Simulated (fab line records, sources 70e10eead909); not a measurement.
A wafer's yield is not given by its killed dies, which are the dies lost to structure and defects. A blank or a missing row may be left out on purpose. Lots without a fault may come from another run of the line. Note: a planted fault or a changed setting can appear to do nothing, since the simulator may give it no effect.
Chamber matching    flow nand-harc    NHARC_P_STI_CMP_21 on cmp-03 has 4 sister chambers
The step polishes, t overpolish 20 s, target thk 380.67 nm. 8 wafers are shown with their chamber, then 9 later ones without.

## WAFERS PAIRED WITH THEIR CHAMBERS
wafer   chamber  motor-current-A (A)  overpolish-run-s (s)
L074.6  0        10.6                 19.992
L081.1  1        10.1                 20.008
L081.6  1        10.3                 19.984
L081.3  3        12.2                 20.006
L081.4  0        11.0                 20.009
L083.1  2        11.4                 19.998
L083.5  3        13.4                 20.001
L083.6  2        12.1                 19.997

## WAFERS WITH NO CHAMBER GIVEN
wafer   motor-current-A (A)  overpolish-run-s (s)
L089.3  10.7                 19.994
L089.4  12.4                 19.999
L089.6  10.8                 19.996
L094.1  11.0                 20.007
L094.2  10.2                 20.001
L094.3  11.1                 19.993
L095.2  11.2                 20.002
L095.5  10.7                 19.999
L095.6  13.0                 19.998

## WHICH CHAMBER EACH ONE RAN IN
wafer   from the rows above           in truth
L089.3  can't be placed: 0 or 1 or 2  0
L089.4  can't be placed: 3 or 2       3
L089.6  can't be placed: 0 or 1 or 2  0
L094.1  can't be placed: 0 or 2 or 1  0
L094.2  can't be placed: 1 or 0       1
L094.3  can't be placed: 0 or 2 or 1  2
L095.2  can't be placed: 0 or 2 or 1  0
L095.5  can't be placed: 0 or 1 or 2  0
L095.6  can't be placed: 3 or 2       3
Placed correctly: 0 of 9. From these rows, 9 cannot be placed; in 9 the true chamber is one of the candidates. Number placed wrongly: 0.
How it was worked out, from the rows above alone: a wafer's distance from a chamber is the root of the sum, over the readings, of the square of ((its reading less the chamber's mean) divided by the reading's scatter). The wafer belongs to the nearest chamber; if the next one is less than 2 further off, it can't be placed. Each chamber's mean is taken over the wafers shown for it. The scatter is the square root of a quotient: the sum, over the shown wafers, of each reading's squared deviation from its chamber's mean, divided by wafers minus chambers.
